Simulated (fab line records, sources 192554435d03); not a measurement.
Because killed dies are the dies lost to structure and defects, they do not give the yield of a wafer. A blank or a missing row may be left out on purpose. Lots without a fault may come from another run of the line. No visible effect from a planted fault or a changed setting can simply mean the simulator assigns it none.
What tool caused it? / flow n5 finfet / 33 wafers from 12 lots sampled at 5 of the route's 1938 steps

== WHAT THE GAUGES SHOWED, per wafer ==
The record lacks any reading of a measuring or inspecting step that a usual standard deviation could be used to judge.

== WHAT TOOL EACH LOT RAN ON (gives the tool, then ch and the chambers of the sampled wafers, and finally the start) ==
lot=L461; N5_BEOL_M15_SPUTTER_43=pvd sputter-01, day 12 02:42; N5_PASSIVATION_AL_DEP_21=pvd sputter-01, day 12 16:20; N5_PASSIVATION_ETCH_59=rie metal-02 ch 0,1, day 12 17:29; N5_PASSIVATION_STRIP_48=rie diel-01 ch 0,3, day 12 19:29; N5_PASSIVATION_PROBE_49=-
lot=L463; N5_BEOL_M15_SPUTTER_43=pvd sputter-02, day 12 15:39; N5_PASSIVATION_AL_DEP_21=pvd sputter-02, day 13 01:49; N5_PASSIVATION_ETCH_59=rie metal-03 ch 0,1, day 13 03:05; N5_PASSIVATION_STRIP_48=rie diel-02 ch 0,1,2, day 13 04:53; N5_PASSIVATION_PROBE_49=-
lot=L462; N5_BEOL_M15_SPUTTER_43=pvd sputter-03, day 12 17:43; N5_PASSIVATION_AL_DEP_21=pvd sputter-01, day 13 02:37; N5_PASSIVATION_ETCH_59=rie metal-02 ch 0,1, day 13 03:49; N5_PASSIVATION_STRIP_48=rie diel-01 ch 1,2,3, day 13 05:52; N5_PASSIVATION_PROBE_49=-
lot=L465; N5_BEOL_M15_SPUTTER_43=pvd sputter-02, day 12 20:51; N5_PASSIVATION_AL_DEP_21=pvd sputter-03, day 13 06:08; N5_PASSIVATION_ETCH_59=rie metal-03 ch 0, day 13 07:11; N5_PASSIVATION_STRIP_48=rie diel-02 ch 0,3, day 13 09:01; N5_PASSIVATION_PROBE_49=prober-02, day 13 11:31
lot=L464; N5_BEOL_M15_SPUTTER_43=pvd sputter-01, day 12 22:15; N5_PASSIVATION_AL_DEP_21=pvd sputter-02, day 13 06:36; N5_PASSIVATION_ETCH_59=rie metal-02 ch 0,1, day 13 07:45; N5_PASSIVATION_STRIP_48=rie diel-01 ch 0,1,3, day 13 09:35; N5_PASSIVATION_PROBE_49=-
lot=L468; N5_BEOL_M15_SPUTTER_43=pvd sputter-01, day 13 16:14; N5_PASSIVATION_AL_DEP_21=pvd sputter-03, day 14 02:14; N5_PASSIVATION_ETCH_59=rie metal-03 ch 1, day 14 03:35; N5_PASSIVATION_STRIP_48=rie diel-04 ch 1,2, day 14 05:40; N5_PASSIVATION_PROBE_49=-
lot=L466; N5_BEOL_M15_SPUTTER_43=pvd sputter-03, day 13 22:55; N5_PASSIVATION_AL_DEP_21=pvd sputter-01, day 14 07:40; N5_PASSIVATION_ETCH_59=rie metal-03 ch 0, day 14 08:50; N5_PASSIVATION_STRIP_48=rie diel-01 ch 0,1, day 14 10:38; N5_PASSIVATION_PROBE_49=-
lot=L470; N5_BEOL_M15_SPUTTER_43=pvd sputter-02, day 14 11:53; N5_PASSIVATION_AL_DEP_21=pvd sputter-01, day 15 02:53; N5_PASSIVATION_ETCH_59=rie metal-03 ch 0,1, day 15 03:56; N5_PASSIVATION_STRIP_48=rie diel-02 ch 0,2,3, day 15 06:05; N5_PASSIVATION_PROBE_49=-
lot=L471; N5_BEOL_M15_SPUTTER_43=pvd sputter-01, day 14 19:17; N5_PASSIVATION_AL_DEP_21=pvd sputter-03, day 15 11:43; N5_PASSIVATION_ETCH_59=rie metal-03 ch 0,1, day 15 12:49; N5_PASSIVATION_STRIP_48=rie diel-01 ch 0,3, day 15 15:10; N5_PASSIVATION_PROBE_49=prober-01, day 15 17:48
lot=L474; N5_BEOL_M15_SPUTTER_43=pvd sputter-03, day 16 09:14; N5_PASSIVATION_AL_DEP_21=pvd sputter-02, day 16 23:32; N5_PASSIVATION_ETCH_59=rie metal-02 ch 0,1, day 17 00:45; N5_PASSIVATION_STRIP_48=rie diel-02 ch 0,2,3, day 17 02:45; N5_PASSIVATION_PROBE_49=-
lot=L478; N5_BEOL_M15_SPUTTER_43=pvd sputter-03, day 16 22:59; N5_PASSIVATION_AL_DEP_21=pvd sputter-01, day 17 13:20; N5_PASSIVATION_ETCH_59=rie metal-03 ch 0,1, day 17 14:25; N5_PASSIVATION_STRIP_48=rie diel-04 ch 0,1,3, day 17 16:13; N5_PASSIVATION_PROBE_49=prober-01, day 17 18:53
lot=L479; N5_BEOL_M15_SPUTTER_43=pvd sputter-03, day 17 14:58; N5_PASSIVATION_AL_DEP_21=pvd sputter-02, day 20 02:28; N5_PASSIVATION_ETCH_59=rie metal-01 ch 1, day 20 03:56; N5_PASSIVATION_STRIP_48=rie diel-04 ch 0,2,3, day 20 05:52; N5_PASSIVATION_PROBE_49=prober-02, day 20 08:23
- N5_BEOL_M15_SPUTTER_43: material TaN, target thk 15 nm, time 24.19 s.
- N5_PASSIVATION_AL_DEP_21: deposits Al, target thk 2800 nm, time 170 s.
- N5_PASSIVATION_ETCH_59: etches TaN in Cl2/BCl3, target depth 65 nm, time 34.9 s.
- N5_PASSIVATION_STRIP_48: strips in O2.
- N5_PASSIVATION_PROBE_49

== AS READ BY THE TOOLS THEMSELVES (means over the sampled wafers that have a number; for cases with no such wafer, the mark the record gives instead) ==
N5_BEOL_M15_SPUTTER_43. Usual: substrate temp c 49.98 C, standard deviation 0.11; throttle valve pct 30.1 %, standard deviation 0.88.
lot=L461; tool=pvd sputter-01; substrate temp c (C)=49.91; throttle valve pct (%)=30.7; flag=
lot=L463; tool=pvd sputter-02; substrate temp c (C)=49.94; throttle valve pct (%)=31.0; flag=
lot=L462; tool=pvd sputter-03; substrate temp c (C)=50.08; throttle valve pct (%)=30.5; flag=
lot=L465; tool=pvd sputter-02; substrate temp c (C)=49.91; throttle valve pct (%)=30.2; flag=
lot=L464; tool=pvd sputter-01; substrate temp c (C)=49.92; throttle valve pct (%)=28.9; flag=
lot=L468; tool=pvd sputter-01; substrate temp c (C)=50.11; throttle valve pct (%)=29.6; flag=
lot=L466; tool=pvd sputter-03; substrate temp c (C)=50.04; throttle valve pct (%)=30.7; flag=
lot=L470; tool=pvd sputter-02; substrate temp c (C)=50.06; throttle valve pct (%)=29.6; flag=
lot=L471; tool=pvd sputter-01; substrate temp c (C)=49.96; throttle valve pct (%)=30.4; flag=
lot=L474; tool=pvd sputter-03; substrate temp c (C)=49.93; throttle valve pct (%)=30.5; flag=
lot=L478; tool=pvd sputter-03; substrate temp c (C)=49.95; throttle valve pct (%)=30.4; flag=
lot=L479; tool=pvd sputter-03; substrate temp c (C)=50.05; throttle valve pct (%)=30.2; flag=

N5_PASSIVATION_AL_DEP_21. Usual: substrate temp c 399.99 C, standard deviation 0.23; throttle valve pct 30.1 %, standard deviation 0.92.
lot=L461; tool=pvd sputter-01; substrate temp c (C)=400.00; throttle valve pct (%)=28.7; flag=
lot=L463; tool=pvd sputter-02; substrate temp c (C)=399.91; throttle valve pct (%)=30.7; flag=
lot=L462; tool=pvd sputter-01; substrate temp c (C)=400.03; throttle valve pct (%)=30.5; flag=
lot=L465; tool=pvd sputter-03; substrate temp c (C)=400.04; throttle valve pct (%)=30.2; flag=
lot=L464; tool=pvd sputter-02; substrate temp c (C)=399.94; throttle valve pct (%)=30.3; flag=
lot=L468; tool=pvd sputter-03; substrate temp c (C)=400.21; throttle valve pct (%)=31.2; flag=
lot=L466; tool=pvd sputter-01; substrate temp c (C)=399.86; throttle valve pct (%)=29.9; flag=
lot=L470; tool=pvd sputter-01; substrate temp c (C)=400.02; throttle valve pct (%)=30.9; flag=
lot=L471; tool=pvd sputter-03; substrate temp c (C)=400.03; throttle valve pct (%)=30.3; flag=
lot=L474; tool=pvd sputter-02; substrate temp c (C)=399.96; throttle valve pct (%)=30.0; flag=
lot=L478; tool=pvd sputter-01; substrate temp c (C)=400.08; throttle valve pct (%)=29.7; flag=
lot=L479; tool=pvd sputter-02; substrate temp c (C)=400.08; throttle valve pct (%)=29.6; flag=

N5_PASSIVATION_ETCH_59. Usual: drypump motor current A 5.3 A, standard deviation 0.51; oes product au 0.76 a.u., standard deviation 0.063; throttle valve pct 21.21 %, standard deviation 0.14.
lot=L461; tool=rie metal-02; drypump motor current A (A)=5.4; oes product au (a.u.)=0.85; throttle valve pct (%)=21.10; flag=
lot=L463; tool=rie metal-03; drypump motor current A (A)=5.1; oes product au (a.u.)=0.74; throttle valve pct (%)=21.28; flag=
lot=L462; tool=rie metal-02; drypump motor current A (A)=5.4; oes product au (a.u.)=0.84; throttle valve pct (%)=21.11; flag=
lot=L465; tool=rie metal-03; drypump motor current A (A)=5.5; oes product au (a.u.)=0.77; throttle valve pct (%)=21.06; flag=
lot=L464; tool=rie metal-02; drypump motor current A (A)=5.4; oes product au (a.u.)=0.84; throttle valve pct (%)=21.10; flag=
lot=L468; tool=rie metal-03; drypump motor current A (A)=4.9; oes product au (a.u.)=0.71; throttle valve pct (%)=21.41; flag=
lot=L466; tool=rie metal-03; drypump motor current A (A)=5.5; oes product au (a.u.)=0.78; throttle valve pct (%)=21.06; flag=
lot=L470; tool=rie metal-03; drypump motor current A (A)=5.1; oes product au (a.u.)=0.73; throttle valve pct (%)=21.30; flag=
lot=L471; tool=rie metal-03; drypump motor current A (A)=5.3; oes product au (a.u.)=0.75; throttle valve pct (%)=21.18; flag=
lot=L474; tool=rie metal-02; drypump motor current A (A)=5.5; oes product au (a.u.)=0.80; throttle valve pct (%)=21.13; flag=
lot=L478; tool=rie metal-03; drypump motor current A (A)=5.1; oes product au (a.u.)=0.71; throttle valve pct (%)=21.33; flag=
lot=L479; tool=rie metal-01; drypump motor current A (A)=4.9; oes product au (a.u.)=0.76; throttle valve pct (%)=21.22; flag=

N5_PASSIVATION_STRIP_48. Usual: drypump motor current A 5.6 A, standard deviation 0.42; oes product au 0.75 a.u., standard deviation 0.049; rf vpp V 3.3 V, standard deviation 2.3; showerhead plenum p Torr 2.07 Torr, standard deviation 0.07; throttle valve pct 16.73 %, standard deviation 0.18.
lot=L461; tool=rie diel-01; drypump motor current A (A)=5.9; oes product au (a.u.)=0.74; rf vpp V (V)=4.8; showerhead plenum p Torr (Torr)=2.02; throttle valve pct (%)=16.90; flag=
lot=L463; tool=rie diel-02; drypump motor current A (A)=5.7; oes product au (a.u.)=0.74; rf vpp V (V)=5.8; showerhead plenum p Torr (Torr)=2.07; throttle valve pct (%)=16.56; flag=
lot=L462; tool=rie diel-01; drypump motor current A (A)=5.6; oes product au (a.u.)=0.74; rf vpp V (V)=2.4; showerhead plenum p Torr (Torr)=2.05; throttle valve pct (%)=16.73; flag=
lot=L465; tool=rie diel-02; drypump motor current A (A)=5.6; oes product au (a.u.)=0.78; rf vpp V (V)=2.4; showerhead plenum p Torr (Torr)=2.06; throttle valve pct (%)=16.82; flag=
lot=L464; tool=rie diel-01; drypump motor current A (A)=5.8; oes product au (a.u.)=0.73; rf vpp V (V)=4.0; showerhead plenum p Torr (Torr)=2.02; throttle valve pct (%)=16.78; flag=
lot=L468; tool=rie diel-04; drypump motor current A (A)=5.2; oes product au (a.u.)=0.82; rf vpp V (V)=4.0; showerhead plenum p Torr (Torr)=2.12; throttle valve pct (%)=16.74; flag=
lot=L466; tool=rie diel-01; drypump motor current A (A)=6.0; oes product au (a.u.)=0.74; rf vpp V (V)=0.5; showerhead plenum p Torr (Torr)=2.02; throttle valve pct (%)=16.70; flag=
lot=L470; tool=rie diel-02; drypump motor current A (A)=5.6; oes product au (a.u.)=0.76; rf vpp V (V)=2.7; showerhead plenum p Torr (Torr)=2.09; throttle valve pct (%)=16.73; flag=
lot=L471; tool=rie diel-01; drypump motor current A (A)=5.7; oes product au (a.u.)=0.73; rf vpp V (V)=4.5; showerhead plenum p Torr (Torr)=2.01; throttle valve pct (%)=17.01; flag=
lot=L474; tool=rie diel-02; drypump motor current A (A)=5.6; oes product au (a.u.)=0.74; rf vpp V (V)=7.5; showerhead plenum p Torr (Torr)=2.09; throttle valve pct (%)=16.70; flag=
lot=L478; tool=rie diel-04; drypump motor current A (A)=5.7; oes product au (a.u.)=0.83; rf vpp V (V)=2.6; showerhead plenum p Torr (Torr)=2.16; throttle valve pct (%)=16.60; flag=
lot=L479; tool=rie diel-04; drypump motor current A (A)=5.4; oes product au (a.u.)=0.82; rf vpp V (V)=4.0; showerhead plenum p Torr (Torr)=2.15; throttle valve pct (%)=16.62; flag=

N5_PASSIVATION_PROBE_49. Usual: defect limited yield 91.1 %, standard deviation 1.4; killed_at_M0_to_M3 34, standard deviation 11; killed_at_M4_up 14, standard deviation 5.6; killed at contacts 13, standard deviation 5.9; killed at front end 40, standard deviation 11; killed at other 4, standard deviation 3.1; killed dies 105, standard deviation 16; killed on rim 14, standard deviation 4.2; killed open 68, standard deviation 11; killed short 34, standard deviation 8.4; sort_bin_5_function 5.2 %, standard deviation 0.86; sort_bin_6_memory 3.2 %, standard deviation 0.7; sort_bin_8_speed 0.1 %, standard deviation 1.1; sort n pass 1074, standard deviation 21; sort yield pct 91.0 %, standard deviation 1.8.
lot=L465; tool=prober-02; defect limited yield (%)=91.3; killed_at_M0_to_M3=28; killed_at_M4_up=18; killed at contacts=24; killed at front end=34; killed at other=0; killed dies=103; killed on rim=16; killed open=64; killed short=36; sort_bin_5_function (%)=4.9; sort_bin_6_memory (%)=3.2; sort_bin_8_speed (%)=0.1; sort n pass=1076; sort yield pct (%)=91.2; flag=
lot=L471; tool=prober-01; defect limited yield (%)=91.1; killed_at_M0_to_M3=28; killed_at_M4_up=9; killed at contacts=24; killed at front end=42; killed at other=3; killed dies=105; killed on rim=13; killed open=69; killed short=35; sort_bin_5_function (%)=5.3; sort_bin_6_memory (%)=3.4; sort_bin_8_speed (%)=0.0; sort n pass=1075; sort yield pct (%)=91.1; flag=
lot=L478; tool=prober-01; defect limited yield (%)=80.8; killed_at_M0_to_M3=25; killed_at_M4_up=148; killed at contacts=11; killed at front end=39; killed at other=3; killed dies=227; killed on rim=23; killed open=64; killed short=31; sort_bin_5_function (%)=11.3; sort_bin_6_memory (%)=3.9; sort_bin_8_speed (%)=0.0; sort n pass=953; sort yield pct (%)=80.8; flag=OFF
lot=L479; tool=prober-02; defect limited yield (%)=80.3; killed_at_M0_to_M3=33; killed_at_M4_up=152; killed at contacts=9; killed at front end=32; killed at other=5; killed dies=232; killed on rim=28; killed open=65; killed short=30; sort_bin_5_function (%)=11.6; sort_bin_6_memory (%)=3.7; sort_bin_8_speed (%)=0.0; sort n pass=948; sort yield pct (%)=80.3; flag=OFF

== THE ANSWER, worked out from the rows above alone ==
Rule: a lot is off if the mean of its wafers that have a number lies more than 3 standard deviations from the usual mean. A lot without any number at a reading at which 4 lots or more have one is off too. All remaining lots with rows at the step are treated as sound. The gauges are gone through in route order, then the tools' own readings, and for those a lot's mean is taken as printed above. At the first step where some lot is off, the reading lying furthest off is the one used; lots without a number count as furthest.
Off: L478, L479, at N5_PASSIVATION_PROBE_49 (killed_at_M4_up). Neither off nor sound, because the step has no rows for them: L461, L463, L462, L464, L468, L466, L470, L474.
A tool fits if, at that step or a process step before it, it ran every lot that is off, and no sound lot after the first of them. 2 tools fit, pvd sputter-03 at N5_BEOL_M15_SPUTTER_43 and rie diel-04 at N5_PASSIVATION_STRIP_48, so this cannot tell which one it is.

== WHAT THE SIMULATOR HAD INSERTED ==
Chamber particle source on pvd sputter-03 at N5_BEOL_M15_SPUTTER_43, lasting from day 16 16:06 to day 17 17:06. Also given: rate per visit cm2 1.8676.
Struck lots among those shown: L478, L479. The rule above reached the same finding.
